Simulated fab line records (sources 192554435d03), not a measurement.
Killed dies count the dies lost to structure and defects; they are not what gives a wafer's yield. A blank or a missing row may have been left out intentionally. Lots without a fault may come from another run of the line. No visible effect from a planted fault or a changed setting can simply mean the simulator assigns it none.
fab line records | flow n5Finfet
[record] lots = 3 | wafers = 9 | lastDay = 17
route steps=1938 shown BEOL_M10@1500 BEOL_M11@1536 BEOL_M15@1830
lots with no fault: from the same line, run without faults
startH: hours from the record's first day to the start of the lot's first wafer shown | waitH: hours since the lot's step before | " same as the row above | L1.1+2: several wafers, shown together as one row | - value missing, or start not given | * or withheld: withheld | < > ~ a bound
route shown NAME@n: a module of which the file shows steps, and the number in the route of the first | usual: the fault-free wafers' mean and standard deviation | same: alike in all rows | chamber/n: place in a boat | sites: per-site readings | _std_site: standard deviation of those values | _edge_site: outer sites' mean less inner sites' | radiusMm: how far each site lies from the wafer's centre | mask NAME#n: copy n | behind: tool/chamber where the wafer was last shaped | hold: cause of the lot's hold/its duration in hours/its outcome | device: transistor that didn't switch, given as n, p or np | end of line: at the end of the route, the tests of the same wafers | where a step has no rows: the recipe by itself | killed: not the wafer's yield, but the dies lost to structure and defects at the first sort | map: per-die view of a wafer (x killed, . not killed, _ where there is no die)
set.NAME: the setting as run; set.NAME@STEP: as run at that earlier step | model.NAME: the simulator's own value behind a step, which no gauge read
lots at some steps of the route; a table a step, a row a wafer
services: a tool's chamber out of use, with start hour (startH, from the record's first day; less than 0 if before it), hours out, and reason
[[steps]]
[step N5_BEOL_M10_PEB_26]
[recipe] pebTempC = withheld | pebTimeS = 60 | resist = CAR-ArF
[step N5_BEOL_M10_DEVELOP_27]
[recipe] developTimeS = 30 | developer = TMAH | resist = CAR-ArF | rinseLiquid = diw | dry = airSpin | devTempC = 23
[step N5_BEOL_M10_DESCUM_33]
[recipe] chemistry = O2 | timeS = 7.9 | sourcePowerW = 50 | biasPowerW = 20 | pressureMtorr = 20 | rfFrequencyHz = 2.712e+07 | tempC = 40 | resist = CAR-ArF | o2FlowSccm = 225
[step N5_BEOL_M10_ETCH_65]
[recipe] chemistry = CF4 | target = SiARC | targetDepthA = 390 | maskMaterial = CAR-ArF | timeS = 65 | ionEnergyEv = 80 | pressureMtorr = 40 | sourceW = 545 | biasW = 36 | Ar_flow_sccm = 100 | cf4FlowSccm = 100 | ends = cleared
[step N5_BEOL_M10_ETCH_66]
[recipe] chemistry = N2/H2 | target = SOC | targetDepthA = 1200 | overetchA = 240 | maskMaterial = SiARC | tempC = 40 | timeS = 180 | ionEnergyEv = 200 | pressureMtorr = 30 | sourceW = 840 | biasW = 150 | n2FlowSccm = 200 | h2FlowSccm = 200
[step N5_BEOL_M10_STRIP_69]
[recipe] chemistry = N2/H2 | tempC = 40 | n2FlowSccm = 200 | h2FlowSccm = 200 | rfFrequencyHz = 6e+07
[step N5_BEOL_M10_VIA_ETCH_34]
[recipe] chemistry = C4F6/O2 | target = SiCOH_lowk | targetDepthA = 1845 | maskMaterial = SOC | taperDeg = 4 | timeS = 69.2 | ionEnergyEv = 250 | pressureMtorr = 30 | sourceW = 345 | biasW = 185 | Ar_flow_sccm = 300 | C4F6_flow_sccm = 10 | O2_flow_sccm = 10
[step N5_BEOL_M10_STRIP_73]
[recipe] chemistry = C4F6/O2 | resist = SiARC | rfFrequencyHz = 6e+07
[step N5_BEOL_M10_STRIP_36]
[recipe] chemistry = N2/H2 | powerW = 450 | tempC = 40 | pressureMtorr = 20 | rfFrequencyHz = 6e+07 | overashFraction = 0.3 | biasPowerW = 7 | h2Frac = 0.5 | n2FlowSccm = 200 | h2FlowSccm = 200
[step N5_BEOL_M10_TRENCH_ETCH_37]
[recipe] chemistry = C4F6/O2 | targetDepthA = 1488.3 | target = SiCOH_lowk | timeS = 48 | ionEnergyEv = 250 | pressureMtorr = 30 | sourceW = 345 | biasW = 185 | Ar_flow_sccm = 300 | C4F6_flow_sccm = 10 | O2_flow_sccm = 10
[usual] drypumpMotorCurrentA = 5.7/0.52 | oes_f_703_au = 0.79/0.086 | oes_o_777_au = 0.79/0.084 | oesProductAu = 0.78/0.091 | rfFwdPowerW = 341.2/1.7 | rfVppV = 664/14 | showerheadPlenumPTorr = 2.80/0.1 | throttleValvePct = 21.01/0.21
lot.wafer | tool       | chamber | startH | waitH | drypumpMotorCurrentA | oes_f_703_au | oes_o_777_au | oesProductAu | rfFwdPowerW | rfHoursCounterH | rfVppV | showerheadPlenumPTorr | throttleValvePct | model.BEOL_M10.featureDepthNm | model.etch.depthNm
L440.1    | rieDiel-05 | 1       | 299.62 | -     | 6.1                  | 0.74         | 0.72         | 0.71         | 340.1       | 238             | 641    | 2.66                  | 21.15            | 152.6                         | 152.7
L440.5    | "          | 1       | "      | "     | 6.1                  | 0.73         | 0.72         | 0.71         | 338.2       | -               | 643    | 2.66                  | 21.13            | 151.8                         | 151.7
L440.6    | "          | 0       | "      | "     | 5.8                  | 0.50         | 0.54         | 0.66         | 257.4       | -               | 775    | 2.79                  | 21.22            | 132.8                         | 132.9
L447.1    | rieDiel-06 | 0       | 336.92 | -     | 6.5                  | 0.87         | 0.87         | 0.90         | 343.4       | 41              | 662    | 2.79                  | 20.82            | 148.4                         | 148.5
L447.2    | "          | 1       | "      | "     | 5.6                  | 0.71         | 0.71         | 0.69         | 343.6       | 240             | 651    | 2.59                  | 21.23            | 149                           | 148.9
L447.3    | "          | 2       | "      | "     | 5.6                  | 0.84         | 0.85         | 0.84         | 340.7       | 76              | 667    | 2.85                  | 20.66            | 152.6                         | 152.6
L450.2    | rieDiel-05 | 2       | 368.35 | -     | 6.5                  | 0.73         | 0.73         | 0.74         | 337.8       | 208             | 689    | 2.80                  | 20.85            | 152.4                         | 152.4
L450.5    | "          | 0       | "      | "     | 5.8                  | 0.97         | 1.00         | 1.00         | 341.1       | -               | 672    | 2.78                  | 20.90            | 151                           | 151.1
L450.6    | "          | 1       | "      | "     | 6.2                  | 0.99         | 0.97         | 0.96         | 340.3       | -               | 652    | 2.99                  | 20.91            | 153.4                         | 153.3
[step N5_BEOL_M10_ETCH_41]
[recipe] chemistry = CH3F/O2 | target = SiCN | targetDepthA = 426 | taperDeg = 2 | timeS = 86 | ionEnergyEv = 120 | maskMaterial = TiN | pressureMtorr = 30 | sourceW = 395 | biasW = 75 | Ar_flow_sccm = 150 | CH3F_flow_sccm = 30 | O2_flow_sccm = 20
[step N5_BEOL_M10_STRIP_77]
[recipe] chemistry = N2/H2 | timeS = 10 | powerW = 450 | tempC = 40 | pressureMtorr = 20 | rfFrequencyHz = 6e+07 | biasPowerW = 7 | n2FlowSccm = 200 | h2FlowSccm = 200
[step N5_BEOL_M10_OCD_MEAS_38]
[usual] trenchDepthNm = 149.8/2.7
lot.wafer | tool   | chamber | startH | waitH | trenchDepthNm
L440.1    | ocd-01 | -       | 299.80 | -     | 152.8
L440.5    | "      | -       | "      | "     | 151.7
L440.6    | "      | -       | "      | "     | 132.9
L447.1    | ocd-01 | -       | 337.10 | -     | 148.2
L447.2    | "      | -       | "      | "     | 148.6
L447.3    | "      | -       | "      | "     | 153.3
L450.2    | ocd-02 | -       | 368.53 | -     | 152.6
L450.5    | "      | -       | "      | "     | 151.1
L450.6    | "      | -       | "      | "     | 153.1
[step N5_BEOL_M10_HM_STRIP_39]
[recipe] chemistry = peroxideTinStrip | material = TiN | targetDepthA = 250 | tempC = 50 | timeS = 158
[step N5_BEOL_M10_SRD_40]
[recipe] timeS = 30 | tempC = 23 | rinseLiquid = diw | dry = ipaMarangoni
[step N5_BEOL_M10_PRECLEAN_42]
[recipe] chemistry = residueRemover | timeS = 60 | tempC = 40
[step N5_BEOL_M10_SRD_43]
[recipe] timeS = 30 | tempC = 23 | rinseLiquid = diw | dry = ipaMarangoni
[step N5_BEOL_M10_CURE_72]
[recipe] tempC = 370 | timeS = 120 | ambient = DMADMS/He | material = SiCOH_lowk
[step N5_BEOL_M10_DEGAS_44]
[recipe] ambient = vacuum | tempC = 250 | timeS = 60
[step N5_BEOL_M10_PRE_CLEAN_45]
[recipe] gas = H2/He | timeS = 30 | tempC = 250
[step N5_BEOL_M10_ALD_74]
[recipe] material = TaN | targetThkA = 20 | tempC = 275 | aldPrecursorFamily = PDMAT | aldCoReactant = NH3 | pressureTorr = 3 | carrierFlowSccm = 1500 | pulseTimeS = 2 | purgeTimeS = 3 | coReactantPurgeTimeS = 2 | coReactantPulseTimeS = 3 | aldCycles = 40 | precursorVesselTempC = 75 | precursorVesselPressureTorr = 26.25 | precursorVesselCarrierSccm = 1000
[step N5_BEOL_M10_SURFACE_TREAT_76]
[recipe] gas = Ar | timeS = * | ionEnergyEv = * | ionCurrentMaCm2 = 0.5 | pressureMtorr = * | arFlowSccm = 30
[step N5_BEOL_M10_CVD_75]
[recipe] material = Co | targetThkA = 20 | tempC = withheld | precursor = CCTBA/H2 | pressureTorr = 30 | timeS = 138.9
[step N5_BEOL_M10_SPUTTER_48]
[recipe] material = Cu | targetThkA = 120 | tempC = -20 | biasV = 60 | powerW = 26000 | chamberPressurePa = 0.13 | timeS = 2
[step N5_BEOL_M10_ECD_50]
[recipe] material = Cu | targetThkA = 3180
[step N5_BEOL_M10_ANNEAL_51]
[recipe] tempC = 225 | timeS = 90 | ambient = N2
[step N5_BEOL_M10_CMP_52]
[recipe] stopOn = SiCOH_lowk | tOverpolishS = 7 | downForcePsi = 1 | platenRpm = 50 | clearingPlatenDownForcePsi = 1.5 | clearingPlatenRpm = 50 | postCmpClean = cuAlkaline | targetThkNm = 140 | clearingPlatenPadVelocityMS = 0.99484 | padVelocityMS = 0.99484
[usual] barrierFieldEndpointS = 28.6/0.69 | motorCurrentA = 6.1/0.45 | overpolishRunS = 7.001/0.0091 | timeToEndpointS = 66/3.2
[same] tOverpolishS = 7
lot.wafer | tool   | chamber | startH | waitH | barrierFieldEndpointS | motorCurrentA | overpolishRunS | timeToEndpointS | model.Cu_of_BEOL_M10_ECD_50.thkNm
L440.1    | cmp-01 | 2       | 301.68 | 0.3   | 28.6                  | 6.5           | 7.005          | 68              | 144.6
L440.6    | "      | 2       | "      | "     | 29.9                  | 6.8           | 6.998          | 70              | 124.8
L440.5    | "      | 3       | "      | "     | 28.7                  | 5.7           | 7.001          | 65              | 143
L447.1    | cmp-04 | 1       | 338.94 | 0.3   | 29.0                  | 6.6           | 7.000          | 67              | 137.4
L447.3    | "      | 2       | "      | "     | 29.2                  | 6.3           | 6.988          | 66              | 142.6
L447.2    | "      | 3       | "      | "     | 28.6                  | 6.1           | 7.007          | 64              | 139
L450.2    | cmp-04 | 0       | 370.63 | 0.3   | 27.5                  | 5.7           | 6.999          | 60              | 143.8
L450.6    | "      | 2       | "      | "     | 29.4                  | 6.2           | 7.002          | 65              | 144
L450.5    | "      | 3       | "      | "     | 28.7                  | 6.2           | 7.000          | 67              | 142.6
[step N5_BEOL_M10_THK_MEAS_53]
[recipe] thkMeasGauge = xrf | reads = Cu_of_BEOL_M10_ECD_50
[usual] M10_THK = 142.8/2.8
lot.wafer | tool         | chamber | startH | waitH | M10_THK[nm]
L440.1    | filmMetro-02 | -       | 301.98 | -     | 145.7
L440.5    | "            | -       | "      | "     | 143.8
L440.6    | "            | -       | "      | "     | 125.2
L447.1    | filmMetro-01 | -       | 339.23 | -     | 139.4
L447.2    | "            | -       | "      | "     | 141.0
L447.3    | "            | -       | "      | "     | 144.7
L450.2    | filmMetro-02 | -       | 370.85 | -     | 145.0
L450.5    | "            | -       | "      | "     | 144.4
L450.6    | "            | -       | "      | "     | 145.2
[step N5_BEOL_M10_PRE_CLEAN_55]
[recipe] gas = NH3 | timeS = 15 | tempC = withheld | rfPowerW = 300
[step N5_BEOL_M10_DEP_56]
[recipe] material = SiCN | targetThkA = 150 | tempC = withheld | precursor = 3MS/NH3 | pressureTorr = 3 | rfW = 202 | timeS = 26.5
[step N5_BEOL_M10_RS_MEAS_57]
[recipe] thkMeasGauge = four-point-probe | reads = Cu_of_BEOL_M10_ECD_50+Co_of_BEOL_M10_CVD_75+TaN_of_BEOL_M10_ALD_74
[usual] M10_RS = 0.150/0.0034
lot.wafer | tool         | chamber | startH | waitH | M10_RS[ohm/sq]
L440.1    | filmMetro-01 | -       | 302.11 | 0.1   | 0.146
L440.5    | "            | -       | "      | "     | 0.147
L440.6    | "            | -       | "      | "     | 0.172
L447.1    | filmMetro-02 | -       | 339.37 | 0.1   | 0.154
L447.2    | "            | -       | "      | "     | 0.152
L447.3    | "            | -       | "      | "     | 0.148
L450.2    | filmMetro-02 | -       | 370.98 | 0.1   | 0.147
L450.5    | "            | -       | "      | "     | 0.148
L450.6    | "            | -       | "      | "     | 0.146
[step N5_BEOL_M11_ILD_DEP_00]
[recipe] material = SiCOH_lowk | targetThkA = 3085.1 | tempC = 300 | precursor = DEMS/porogen | pressureTorr = 5 | rfW = 500 | timeS = 58
[step N5_BEOL_M11_CURE_71]
[recipe] tempC = 385 | timeS = 240 | ambient = He/Ar | material = SiCOH_lowk
[step N5_BEOL_M11_PECVD_70]
[recipe] material = SiO2 | targetThkA = 200 | tempC = 400 | precursor = TEOS/O2 | pressureTorr = 5.5 | rfW = 450 | teosFlowSccm = 53.8 | gas = O2 | flowSccm = 3000 | timeS = 22.7
[step N5_BEOL_M11_HM_DEP_02]
[recipe] material = TiN | targetThkA = 200 | tempC = 25 | chamberPressurePa = 0.49996
[step N5_BEOL_M11_COAT_59]
[recipe] resist = SOC | tempC = 250 | timeS = 60 | spinRpm = 1500 | resistThkNm = 100
[step N5_BEOL_M15_RC_MEAS_101]
[usual] COMB_M10 = 1.4e-11/3.2e-12 | COMB_M11 = 1.4e-11/3.4e-12 | COMB_M12 = 5.8e-12/1.5e-12 | COMB_M13 = 4.4e-12/1.2e-12 | COMB_M14 = 3.2e-12/8.9e-13 | COMB_M15 = 2.1e-12/8.9e-13 | COMB_M5 = 3.7e-11/7.6e-12 | COMB_M5_max_site = 5.4e-11/1.2e-11 | COMB_M6 = 2.5e-11/4.9e-12 | COMB_M7 = 2.5e-11/5.3e-12 | COMB_M8 = 2.5e-11/5.3e-12 | COMB_M9 = 1.41e-11/2.8e-12 | SERP_M10 = 3.03/0.083 | SERP_M10_max_site = 3.12/0.084 | SERP_M11 = 3.12/0.077 | SERP_M11_max_site = 3.22/0.087 | SERP_M12 = 0.638/0.016 | SERP_M13 = 0.313/0.0067 | SERP_M14 = 0.160/0.0033 | SERP_M5 = 38.8/1.5 | SERP_M6 = 13.9/0.56 | SERP_M7 = 14.0/0.51 | SERP_M8 = 13.9/0.51 | SERP_M9 = 3.10/0.073 | SERP_M9_max_site = 3.19/0.085
lot.wafer | tool      | chamber | startH | waitH | COMB_M10[S/m] | COMB_M11[S/m] | COMB_M12[S/m] | COMB_M13[S/m] | COMB_M14[S/m] | COMB_M15[S/m] | COMB_M5[S/m] | COMB_M5_max_site[S/m] | COMB_M6[S/m] | COMB_M7[S/m] | COMB_M8[S/m] | COMB_M9[S/m] | SERP_M10[ohm/um] | SERP_M10_max_site[ohm/um] | SERP_M11[ohm/um] | SERP_M11_max_site[ohm/um] | SERP_M12[ohm/um] | SERP_M13[ohm/um] | SERP_M14[ohm/um] | SERP_M5[ohm/um] | SERP_M6[ohm/um] | SERP_M7[ohm/um] | SERP_M8[ohm/um] | SERP_M9[ohm/um] | SERP_M9_max_site[ohm/um]
L440.1    | prober-01 | 0       | 333.91 | 0.5   | 1.4e-11       | 1.6e-11       | 5.1e-12       | 4.1e-12       | 2.3e-12       | 2.3e-12       | 5.2e-11      | 9.3e-11               | 2.7e-11      | 2.6e-11      | 2.2e-11      | 1.88e-11     | 2.88             | 2.99                      | 3.13             | 3.18                      | 0.632            | 0.300            | 0.157            | 37.6            | 13.3            | 13.7            | 13.6            | 3.18            | 3.29
L440.5    | "         | 0       | "      | "     | 1.4e-11       | 1.8e-11       | 6.2e-12       | 3e-12         | 2.1e-12       | 2e-12         | 5.6e-11      | 7.1e-11               | 2.4e-11      | 2e-11        | 3.1e-11      | 1.61e-11     | 2.97             | 3.06                      | 3.17             | 3.21                      | 0.643            | 0.300            | 0.159            | 39.0            | 14.2            | 13.6            | 13.7            | 3.04            | 3.20
L440.6    | "         | 0       | "      | "     | 2.5e-11       | 1.1e-11       | 5.1e-12       | 3.4e-12       | 2.6e-12       | 1.3e-12       | 4.4e-11      | 5.7e-11               | 2e-11        | 1.9e-11      | 2.4e-11      | 1.51e-11     | 3.52             | 3.61                      | 3.11             | 3.21                      | 0.632            | 0.308            | 0.155            | 36.9            | 12.7            | 13.0            | 13.9            | 3.17            | 3.23
L447.1    | prober-01 | 0       | 376.63 | 0.0   | 9e-12         | 1.2e-11       | 5.5e-12       | 4.4e-12       | 3.4e-12       | 8e-13         | 1.8e-11      | 2.6e-11               | 2.2e-11      | 3e-11        | 3e-11        | 1.24e-11     | 3.15             | 3.23                      | 3.16             | 3.29                      | 0.639            | 0.317            | 0.161            | 40.6            | 13.9            | 15.3            | 14.1            | 3.14            | 3.22
L447.2    | "         | 0       | "      | "     | 8e-12         | 1.4e-11       | 4.6e-12       | 3.4e-12       | 2.6e-12       | 1.3e-12       | 3e-11        | 4.9e-11               | 2.3e-11      | 3.6e-11      | 1.8e-11      | 8.9e-12      | 3.10             | 3.23                      | 3.16             | 3.27                      | 0.609            | 0.314            | 0.162            | 38.9            | 14.0            | 14.8            | 13.8            | 3.19            | 3.27
L447.3    | "         | 0       | "      | "     | 1.1e-11       | 1.3e-11       | 5.9e-12       | 5.9e-12       | 2.2e-12       | 9e-13         | 2.6e-11      | 3.1e-11               | 2.1e-11      | 2.9e-11      | 2.7e-11      | 1.25e-11     | 3.05             | 3.11                      | 3.17             | 3.26                      | 0.620            | 0.304            | 0.163            | 38.6            | 14.6            | 14.0            | 13.8            | 3.20            | 3.25
L450.2    | prober-01 | 0       | 405.26 | 0.2   | 1.3e-11       | 1.2e-11       | 3.7e-12       | 3.9e-12       | 1.8e-12       | 1.4e-12       | 2.7e-11      | 4.8e-11               | 1.7e-11      | 2.2e-11      | 2.3e-11      | 1.2e-11      | 3.01             | 3.07                      | 3.08             | 3.19                      | 0.621            | 0.320            | 0.162            | 39.1            | 14.7            | 14.0            | 13.8            | 3.07            | 3.14
L450.5    | "         | 0       | "      | "     | 2.1e-11       | 1.3e-11       | 4.3e-12       | 3.7e-12       | 4e-12         | 1.7e-12       | 3.2e-11      | 4.7e-11               | 3.5e-11      | 3e-11        | 2.9e-11      | 1.17e-11     | 3.02             | 3.07                      | 3.07             | 3.18                      | 0.632            | 0.318            | 0.167            | 38.9            | 14.1            | 14.1            | 13.3            | 3.07            | 3.19
L450.6    | "         | 0       | "      | "     | 1.1e-11       | 1e-11         | 4.8e-12       | 1.8e-12       | 2e-12         | 9e-13         | 3.7e-11      | 6.1e-11               | 2.8e-11      | 2.6e-11      | 1.9e-11      | 1.46e-11     | 3.00             | 3.11                      | 3.14             | 3.20                      | 0.646            | 0.315            | 0.159            | 38.2            | 13.6            | 14.2            | 13.2            | 3.16            | 3.24
// sites SERP_M10 radiusMm=0,75,75,75,75,140,140,140,140
L440.1 2.94 2.88 2.94 2.93 2.99 2.81 2.82 2.86 2.88
L447.1 3.07 3.12 3.11 3.16 3.13 3.23 3.15 3.21 3.18
L450.2 3.02 3.05 3.04 3.01 3.07 2.99 2.88 2.90 3.00
[[services]]
tool       | chamber | startH | hours | kind
cmp-04     | -       | 278.18 | 1.3   | repair
cmp-01     | -       | 290.30 | 4.0   | pm
cmp-01     | -       | 294.30 | -     | consumableReplace:conditioner
cmp-01     | -       | 294.30 | -     | consumableReplace:pad
cmp-04     | -       | 306.26 | 4.0   | pm
cmp-04     | -       | 310.26 | -     | consumableReplace:conditioner
cmp-04     | -       | 310.26 | -     | consumableReplace:pad
rieDiel-05 | 1       | 327.80 | -     | clean
rieDiel-05 | 1       | 327.80 | -     | consumableReplace:focusRing
rieDiel-05 | 1       | 327.80 | -     | consumableReplace:showerhead
rieDiel-05 | 1       | 327.80 | 14.5  | scheduledDown
rieDiel-05 | 1       | 327.80 | 14.5  | ventCycle
cmp-04     | -       | 343.66 | 1.1   | repair
rieDiel-05 | 0       | 347.40 | -     | clean
rieDiel-05 | 0       | 347.40 | -     | consumableReplace:focusRing
rieDiel-05 | 0       | 347.40 | 19.4  | scheduledDown
rieDiel-05 | 0       | 347.40 | 19.4  | ventCycle
cmp-04     | -       | 347.88 | 0.3   | repair
cmp-04     | -       | 358.43 | 2.4   | repair
rieDiel-06 | 1       | 367.37 | -     | clean
rieDiel-06 | 1       | 367.37 | -     | consumableReplace:esc
rieDiel-06 | 1       | 367.37 | -     | consumableReplace:focusRing
rieDiel-06 | 1       | 367.37 | -     | consumableReplace:showerhead
rieDiel-06 | 1       | 367.37 | 22.1  | scheduledDown
[[key]]
[firstSign] step = N5_BEOL_M10_TRENCH_ETCH_37 | reading = rfFwdPowerW | direction = down | sigmas = 51 | usual = * | struck = *
[effect] step = N5_BEOL_M10_TRENCH_ETCH_37 | reading = rfVppV | direction = up | sigmas = 8.1 | usual = 664 | struck = 775
[effect] step = N5_BEOL_M10_OCD_MEAS_38 | reading = trenchDepthNm | direction = down | sigmas = 6.3 | usual = 149.8 | struck = 132.9
[effect] step = N5_BEOL_M10_THK_MEAS_53 | reading = M10_THK | direction = down | sigmas = 6.2 | usual = 142.8 | struck = 125.2
[effect] step = N5_BEOL_M10_RS_MEAS_57 | reading = M10_RS | direction = up | sigmas = 6.4 | usual = 0.150 | struck = 0.172
[effect] step = N5_BEOL_M15_RC_MEAS_101 | reading = SERP_M10 | direction = up | sigmas = 5.9 | usual = 3.03 | struck = 3.52
[modelEffect] step = N5_BEOL_M10_TRENCH_ETCH_37 | value = BEOL_M10.featureDepthNm | without = 147.8 | struck = 132.8
[modelEffect] step = N5_BEOL_M10_CMP_52 | value = Cu_of_BEOL_M10_ECD_50.thkNm | without = 139.6 | struck = 124.8
metAt N5_BEOL_M10_TRENCH_ETCH_37
struckWafers L440.6
[fault] kind = processParameterDrift | tool = rieDiel-05 | chamber = 0 | onsetH = 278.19 | steps = N5_BEOL_M10_TRENCH_ETCH_37 | channel = sourceW | offset = -82.8 | shape = step | endH = 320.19 | actsIn = theseRecipesOnly | stated = 345
